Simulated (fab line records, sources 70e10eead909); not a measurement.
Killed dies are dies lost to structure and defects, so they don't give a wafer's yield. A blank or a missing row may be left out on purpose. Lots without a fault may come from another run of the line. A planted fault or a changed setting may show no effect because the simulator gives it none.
Chamber matching | flow nand_harc | NHARC_A_STAIRCASE_DEP_417 on pecvd-02: 3 sister chambers
The step deposits Si3N4, target thk 60 nm. 6 wafers are shown with their chamber, then 10 later ones without.

WAFERS WITH THEIR CHAMBER
wafer  | chamber | heater_power_w (W)
L084.1 | 1       | 674
L084.4 | 1       | 702
L086.1 | 2       | 752
L086.6 | 0       | 841
L088.3 | 2       | 890
L088.4 | 0       | 862

WAFERS WITHOUT THEIR CHAMBER
wafer  | heater_power_w (W)
L088.5 | 639
L089.1 | 697
L089.4 | 817
L089.5 | 787
L096.1 | 857
L096.3 | 759
L096.4 | 740
L097.1 | 786
L097.3 | 889
L097.6 | 784

WHICH CHAMBER EACH WENT THROUGH
wafer  | from the rows above          | in truth
L088.5 | 1                            | 1
L089.1 | can't be placed: 1 or 2      | 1
L089.4 | can't be placed: 2 or 0      | 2
L089.5 | can't be placed: 2 or 0 or 1 | 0
L096.1 | can't be placed: 0 or 2      | 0
L096.3 | can't be placed: 2 or 1 or 0 | 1
L096.4 | can't be placed: 1 or 2 or 0 | 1
L097.1 | can't be placed: 2 or 0 or 1 | 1
L097.3 | can't be placed: 0 or 2      | 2
L097.6 | can't be placed: 2 or 0 or 1 | 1
Placed correctly: 1 of 10. Can't be placed from these rows: 9 (the true chamber is among the candidates in 9). Placed wrongly: 0.
How it was worked out, from the rows above alone: a wafer's distance from a chamber is the root of the sum, over the readings, of the square of ((its reading less the chamber's mean) divided by the reading's scatter). The wafer belongs to the nearest chamber; if the next one is less than 2 further off, it can't be placed. A chamber's mean is the mean of its shown wafers. The scatter: the root of (the sum of the squares of (reading less its chamber's mean) over the shown wafers, divided by (wafers less chambers)).
